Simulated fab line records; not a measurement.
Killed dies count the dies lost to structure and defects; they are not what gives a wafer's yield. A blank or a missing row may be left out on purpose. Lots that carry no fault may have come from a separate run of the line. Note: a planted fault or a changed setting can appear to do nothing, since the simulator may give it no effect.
Which tool was responsible? | flow nandHarc | at 1 step of a route of 1159, 7 lots with 21 wafers sampled

## WHAT EACH GAUGE READ, for each wafer
NHARC_A_ONON_D1_THK_MEAS_18: measures by ellipsometry.
lot  | measured     | on           | thkNm (nm)
L938 | day 8 00:12  | filmMetro-02 | 992 990 990
L939 | day 8 17:56  | filmMetro-01 | 1003 1003 1003
L941 | day 9 06:08  | filmMetro-01 | 1006 1006 1006
L950 | day 11 04:52 | filmMetro-01 | 1006 1006 1005
L951 | day 11 14:46 | filmMetro-01 | 988 989 988
L952 | day 12 06:25 | filmMetro-02 | 1006 1007 1007
L958 | day 13 05:57 | filmMetro-01 | 987 990 987

## EACH LOT AND THE TOOL THAT RAN IT (in order: tool; ch and the chambers of the sampled wafers; start)
Before these readings, the record contains no process step.

## THE ANSWER, worked out from the rows above alone
Rule: the lots themselves supply what counts as usual. Put in order of their means at a reading, lots are off if they are a third of the lots or fewer, leave a main group of 4 or more, and stand apart from it by a gap of 3 or more times the standard deviation of the main group's means; of several such gaps the widest counts. Not used: any main group whose means are identical at the precision the tables above print for the reading. Also off: a lot with no number at a reading for which 4 or more lots have one. Where the step has rows for the other lots, those lots are counted as sound.
None of the lots is off at any reading shown; this tells nothing.

## WHAT THE SIMULATOR HAD PUT IN
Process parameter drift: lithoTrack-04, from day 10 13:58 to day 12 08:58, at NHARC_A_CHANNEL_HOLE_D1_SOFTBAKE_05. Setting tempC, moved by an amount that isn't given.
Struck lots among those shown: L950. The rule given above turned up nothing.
